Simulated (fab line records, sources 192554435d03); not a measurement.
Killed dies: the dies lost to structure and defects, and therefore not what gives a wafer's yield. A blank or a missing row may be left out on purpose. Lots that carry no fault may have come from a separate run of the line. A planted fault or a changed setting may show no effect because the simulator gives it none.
Chamber matching ; flow n5_finfet ; N5_BEOL_M5_PRE_CLEAN_77 on cvd_co-01: 3 sister chambers
The step time 15 s. 6 wafers are shown with their chamber, then 12 later ones without.

## WAFERS PAIRED WITH THEIR CHAMBERS
wafer;chamber;heater_power_w (W)
L086.3;2;87
L086.5;0;87
L086.6;1;78
L087.1;1;78
L087.3;0;84
L087.5;2;89

## WAFERS WITH NO CHAMBER GIVEN
wafer;heater_power_w (W)
L090.1;89
L090.3;79
L090.4;90
L091.3;78
L091.4;76
L091.5;88
L093.1;89
L093.4;88
L093.5;86
L094.1;85
L094.2;78
L094.4;87

## WHICH CHAMBER EACH ONE RAN IN
wafer;from the rows above;in truth
L090.1;can't be placed: 2 or 0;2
L090.3;1;1
L090.4;can't be placed: 2 or 0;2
L091.3;1;1
L091.4;1;1
L091.5;can't be placed: 2 or 0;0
L093.1;can't be placed: 2 or 0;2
L093.4;can't be placed: 2 or 0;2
L093.5;can't be placed: 0 or 2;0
L094.1;can't be placed: 0 or 2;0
L094.2;1;1
L094.4;can't be placed: 2 or 0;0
Correctly placed: 4 of 12. Unplaceable from these rows: 8, with the true chamber sitting among the candidates in 8. Number placed wrongly: 0.
How it was worked out, from the rows above alone: a wafer's distance from a chamber is the root of the sum, over the readings, of the square of ((its reading less the chamber's mean) divided by the reading's scatter). The wafer belongs to the nearest chamber; if the next one is less than 2 further off, it can't be placed. Each chamber's mean is taken over the wafers shown for it. The scatter is the square root of a quotient: the sum, over the shown wafers, of each reading's squared deviation from its chamber's mean, divided by wafers minus chambers.
